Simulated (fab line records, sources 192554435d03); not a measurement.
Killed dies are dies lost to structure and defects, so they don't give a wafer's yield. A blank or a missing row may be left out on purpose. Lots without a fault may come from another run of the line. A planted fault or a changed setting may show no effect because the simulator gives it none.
fab line records | flow n5_finfet
record lots=7 wafers=39
route steps=1938 shown FIN_CUT@169 DUMMY_GATE@228 SD_EPI_N@288 HKMG_FIN@403 GATE_CUT@469 MOL_CONTACT_COAG@559 BEOL_M4@1111
start_h: hours from the record's first day to the start of the lot's first wafer shown | wait_h: hours since the lot's step before | " the same as in the row above | L1.1+2: a row that stands for several wafers | - no value, or no start given | * or withheld: withheld | < > ~ a bound
route shown NAME@n: a module of which the file shows steps, and the number in the route of the first | usual: mean/standard deviation of fault-free wafers | same: alike in all rows | chamber/n: place in a boat | sites: the reading at each site | _std_site: their standard deviation | _edge_site: outer sites' mean less inner sites' | radius_mm: how far each site lies from the wafer's centre | mask NAME#n: copy n | behind: the tool/chamber that last shaped the wafer | hold: why the lot was held/for how many hours/how that ended | device: the transistor (n, p or np) that didn't switch | end of line: the same wafers' tests at the end of the route | a step without rows: its recipe alone | killed: dies lost to structure and defects at the first sort, not the wafer's yield | map: a wafer's dies, x killed, . not, _ none there
set.NAME: the setting as run; set.NAME@STEP: as run at that earlier step | model.NAME: the simulator's own value behind a step, which no gauge read
lots whose settings were changed on purpose; a table a step, a row a wafer
## steps
# step N5_FIN_CUT_ETCH_21
# recipe chemistry=N2/H2 target=SOC target_depth_a=2190 overetch_a=438 mask_material=SiARC temp_c=40 ion_energy_ev=100 bias_w=61 time_s=523.5 pressure_mtorr=30 source_w=850 n2_flow_sccm=200 h2_flow_sccm=200
# step N5_DUMMY_GATE_EXPOSE_12
# recipe mask_id=GATE na=0.33 source_shape=annular sigma_inner=0.2 sigma_outer=0.6 polarization=unpolarized target_cd_nm=25 dose_mj=34
# step N5_SD_EPI_N_EPI_21
# recipe material=Si:P dopant=P temp_c=680 pressure_torr=255 time_s=690
# step N5_HKMG_FIN_ETCH_55
# recipe chemistry=N2/H2 target=SOC target_depth_a=2400 temp_c=40 time_s=300 ion_energy_ev=200 mask_material=SiARC pressure_mtorr=30 source_w=840 bias_w=150 n2_flow_sccm=200 h2_flow_sccm=200
# step N5_HKMG_FIN_ETCH_58
# recipe chemistry=N2/H2 target=SOC target_depth_a=2158 ion_energy_ev=50 bias_w=13 time_s=741 pressure_mtorr=30 source_w=875 n2_flow_sccm=200 h2_flow_sccm=200
# step N5_HKMG_FIN_PWFM_ALD_03
# recipe material=TiN target_thk_a=20 temp_c=400 ald_precursor_family=TiCl4 ald_co_reactant=NH3 pulse_time_s=1 purge_time_s=3 co_reactant_purge_time_s=2 co_reactant_pulse_time_s=2 ald_cycles=91 pressure_torr=3
# step N5_GATE_CUT_ETCH_58
# recipe chemistry=CH3F/O2 target=SiNx target_depth_a=170 time_s=128.6 ion_energy_ev=50 pressure_mtorr=30 source_w=415 bias_w=21 Ar_flow_sccm=150 CH3F_flow_sccm=30 O2_flow_sccm=20
# step N5_MOL_CONTACT_COAG_ALD_27
# recipe material=SiOC target_thk_a=170 temp_c=400 ald_precursor_family=carbosiloxane ald_co_reactant=H2-plasma pulse_time_s=1.5 time_s=2720 purge_time_s=2 co_reactant_purge_time_s=2 ald_cycles=340 pressure_torr=2
# step N5_MOL_CONTACT_COAG_ETCH_91
# recipe chemistry=N2/H2 target=SOC target_depth_a=600 overetch_a=210 mask_material=SiARC temp_c=40 time_s=101.2 ion_energy_ev=200 pressure_mtorr=30 source_w=840 bias_w=150 n2_flow_sccm=200 h2_flow_sccm=200
# step N5_BEOL_M4_RC_MEAS_101
# usual DIBL_N=36.6/1.3 DIBL_P=36.4/1.4 IOFF_P=0.219/0.029 IOFF_P_85C=3.8/0.42 RS_SD_N=28.3/0.41 VT_P=-249/3.1
# columns lot.wafer tool chamber start_h wait_h set.bias_w@FIN_CUT_ETCH_21 set.dose_mj@DUMMY_GATE_EXPOSE_12 set.temp_c@SD_EPI_N_EPI_21 set.h2_flow_sccm@HKMG_FIN_ETCH_55 set.source_w@HKMG_FIN_ETCH_58 set.ald_cycles@HKMG_FIN_PWFM_ALD_03 set.bias_w@GATE_CUT_ETCH_58 set.time_s@MOL_CONTACT_COAG_ALD_27 set.target_depth_a@MOL_CONTACT_COAG_ETCH_91 DIBL_N[mV/V] DIBL_P[mV/V] IOFF_P[nA/um] IOFF_P_85C[nA/um] RS_SD_N[ohm/sq] VT_P[mV]
L077.1 prober-02 0 193.10 0.0 61 34 678.6 210.9 763.4 91 21 2720 600 38.5 37.2 0.264 4.4 28.6 -244
L077.2 " 0 " " 68.37 34.71 678.6 210.9 763.4 91 21 2098 600 36.9 35.9 0.241 4.0 28.8 -245
L077.3 " 0 " " 68.37 34 680 210.9 875 91 21 2720 600 37.4 36.8 0.254 4.4 28.2 -245
L077.4 " 0 " " 61 34.71 680 200 763.4 91 21 2720 600 38.8 37.9 0.293 4.8 27.9 -242
L077.5 " 0 " " 61 34 680 200 875 91 21 2098 600 37.3 36.0 0.244 4.2 27.9 -247
L077.6 " 0 " " 68.37 34.71 678.6 200 875 91 21 2098 600 38.2 37.5 0.269 4.5 28.6 -244
L076.1 prober-02 0 196.22 0.0 61 34 680 200 875 97 18.19 2720 651.8 35.3 33.7 0.217 3.8 28.5 -245
L076.2 " 0 " " 61 34 675.6 209.1 875 97 21 2720 600 34.4 32.7 0.202 3.6 30.0 -245
L076.3 " 0 " " 61 34 680 209.1 875 91 21 3002 600 35.5 35.3 0.207 3.7 28.1 -252
L076.4 " 0 " " 61 34 675.6 200 939.1 91 21 3002 651.8 34.4 33.6 0.179 3.3 30.0 -251
L076.5 " 0 " " 61 34 680 200 939.1 91 18.19 2720 651.8 36.6 35.2 0.198 3.6 28.1 -249
L076.6 " 0 " " 61 34 675.6 209.1 939.1 97 18.19 3002 600 35.1 33.9 0.224 4.0 30.2 -243
L079.1 prober-02 0 201.08 0.0 66.38 36.2 680 200 875 95 23.86 2109 600 37.8 37.4 0.317 5.2 29.0 -241
L079.2 " 0 " " 61 34 683.2 200 875 95 23.86 2720 600 35.3 35.2 0.272 4.6 27.5 -241
L079.3 " 0 " " 61 36.2 683.2 214.4 875 95 21 2720 600 38.5 38.0 0.327 5.3 27.5 -242
L079.4 " 0 " " 66.38 34 683.2 214.4 875 91 21 2109 600 37.0 37.0 0.269 4.5 27.0 -245
L079.5 " 0 " " 66.38 34 680 200 875 91 21 2720 600 36.7 35.5 0.256 4.3 28.8 -245
L079.6 " 0 " " 61 36.2 680 214.4 875 91 23.86 2109 600 38.8 39.3 0.308 5.1 28.7 -244
L086.1 prober-02 0 290.03 0.0 61 36.2 675.4 200 1011 93 23.49 2720 545.1 39.9 39.7 0.292 4.9 30.2 -244
L086.2 " 0 " " 61 36.2 680 215.2 875 91 23.49 2720 600 39.2 38.6 0.256 4.4 27.3 -248
L086.3 " 0 " " 61 34 680 215.2 1011 93 21 2720 600 36.8 36.1 0.243 4.2 27.2 -246
L086.4 " 0 " " 61 36.2 680 200 875 91 23.49 2720 600 39.4 39.7 0.284 4.8 27.3 -245
L086.5 " 0 " " 61 34 675.4 200 1011 91 21 2720 545.1 35.8 34.5 0.200 3.5 29.9 -252
L086.6 " 0 " " 61 34 675.4 215.2 875 93 21 2720 545.1 35.1 33.7 0.199 3.5 29.9 -249
L089.1 prober-02 0 296.68 0.0 61 35.44 680 200 875 87 21 2720 600 39.9 40.1 0.280 4.6 28.2 -247
L089.2 " 0 " " 61 34 680 200 753.9 91 21 3215 600 37.3 36.1 0.241 4.1 27.9 -245
L089.3 " 0 " " 51.48 34 680 211.8 753.9 87 22.9 2720 600 38.8 38.8 0.258 4.3 27.9 -247
L089.4 " 0 " " 51.48 35.44 680 200 875 91 22.9 2720 600 38.3 38.5 0.290 4.7 28.0 -244
L089.5 " 0 " " 61 35.44 680 211.8 753.9 91 21 3215 600 39.5 38.8 0.288 4.7 28.0 -244
L089.6 " 0 " " 51.48 34 680 211.8 875 87 22.9 3215 600 38.3 37.8 0.239 4.1 27.9 -249
L083.1 prober-01 0 300.00 0.0 61 34 680 210.7 777.7 91 21 2720 600 36.7 38.2 0.269 4.5 28.4 -246
L083.2 " 0 " " 61 34 683.3 210.7 875 91 21 2088 547.1 36.1 37.5 0.247 4.2 27.1 -246
L083.3 " 0 " " 61 34 683.3 200 777.7 91 21 2088 600 34.9 35.7 0.218 3.8 26.8 -251
L083.4 " 0 " " 61 34 680 210.7 875 91 24.39 2088 547.1 37.5 38.7 0.273 4.6 28.5 -248
L083.5 " 0 " " 61 34 680 200 777.7 91 24.39 2720 547.1 36.5 37.6 0.262 4.4 28.2 -249
L083.6 " 0 " " 61 34 683.3 200 875 91 24.39 2720 600 37.2 39.1 0.276 4.6 27.1 -247
L093.3 prober-01 0 330.29 0.3 61 34 680 200 875 91 21 2720 600 36.4 36.8 0.212 3.7 28.0 -250
L093.4 " 0 " " 61 34 680 200 875 91 21 2720 600 37.5 38.0 0.237 4.0 28.6 -248
L093.5 " 0 " " 61 34 680 200 875 91 21 2720 600 37.3 37.8 0.228 3.9 28.2 -251
## key
split step=N5_FIN_CUT_ETCH_21 setting=bias_w stated_as=61
response none clear
split step=N5_DUMMY_GATE_EXPOSE_12 setting=dose_mj stated_as=34
response step=N5_BEOL_M4_RC_MEAS_101 reading=DIBL_P slope=+0.529 per=1% together_with=all explained=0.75
response step=N5_BEOL_M4_RC_MEAS_101 reading=IOFF_P slope=+0.00911 per=1% together_with=all explained=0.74
response step=N5_BEOL_M4_RC_MEAS_101 reading=IOFF_P_85C slope=+0.125 per=1% together_with=all explained=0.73
response step=N5_BEOL_M4_RC_MEAS_101 reading=DIBL_N slope=+0.442 per=1% together_with=all explained=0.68
split step=N5_SD_EPI_N_EPI_21 setting=temp_c stated_as=680
response step=N5_BEOL_M4_RC_MEAS_101 reading=RS_SD_N slope=-3.17 per=1% together_with=all explained=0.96
split step=N5_HKMG_FIN_ETCH_55 setting=h2_flow_sccm stated_as=200
response none clear
split step=N5_HKMG_FIN_ETCH_58 setting=source_w stated_as=875
response none clear
split step=N5_HKMG_FIN_PWFM_ALD_03 setting=ald_cycles stated_as=91
response step=N5_BEOL_M4_RC_MEAS_101 reading=VT_P slope=+0.868 per=1% together_with=all explained=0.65
split step=N5_GATE_CUT_ETCH_58 setting=bias_w stated_as=21
response none clear
split step=N5_MOL_CONTACT_COAG_ALD_27 setting=time_s stated_as=2720
response none clear
split step=N5_MOL_CONTACT_COAG_ETCH_91 setting=target_depth_a stated_as=600
response none clear
